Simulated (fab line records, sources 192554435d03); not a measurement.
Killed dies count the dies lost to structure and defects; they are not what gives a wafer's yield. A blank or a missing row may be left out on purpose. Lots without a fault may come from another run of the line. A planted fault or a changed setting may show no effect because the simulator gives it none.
Chamber matching    flow n5_finfet    4 sister chambers for N5_MOL_CONTACT_COAG_ETCH_66 on rie_diel-01
The step etches SiARC in CF4, target depth 13 nm, time 21.7 s. 8 wafers are shown with their chamber, then 7 later ones without.

== EACH WAFER AND ITS CHAMBER ==
wafer   chamber  drypump_motor_current_A (A)  throttle_valve_pct (%)
L076.2  2        4.9                          15.61
L076.4  1        5.7                          15.75
L077.1  2        4.9                          15.61
L077.2  1        5.6                          15.76
L077.5  3        5.2                          15.83
L077.6  0        6.5                          15.43
L082.2  0        6.5                          15.46
L082.3  3        5.2                          15.82

== WAFERS WITH NO CHAMBER GIVEN ==
wafer   drypump_motor_current_A (A)  throttle_valve_pct (%)
L082.5  6.5                          15.46
L090.2  5.6                          15.80
L090.3  5.0                          15.67
L090.6  5.0                          15.66
L093.3  6.5                          15.52
L093.4  6.5                          15.53
L093.5  5.2                          15.88

== THE CHAMBER EACH PASSED THROUGH ==
wafer   from the rows above  in truth
L082.5  0                    0
L090.2  1                    1
L090.3  2                    2
L090.6  2                    2
L093.3  0                    0
L093.4  0                    0
L093.5  3                    3
Correct placement for 7 of the 7. Left unplaced by these rows: 0. Placed wrongly: 0.
How it was worked out, from the rows above alone: a wafer's distance from a chamber is the root of the sum, over the readings, of the square of ((its reading less the chamber's mean) divided by the reading's scatter). The wafer belongs to the nearest chamber; if the next one is less than 2 further off, it can't be placed. The mean given for a chamber averages the wafers shown for that chamber. The scatter is the square root of a quotient: the sum, over the shown wafers, of each reading's squared deviation from its chamber's mean, divided by wafers minus chambers.
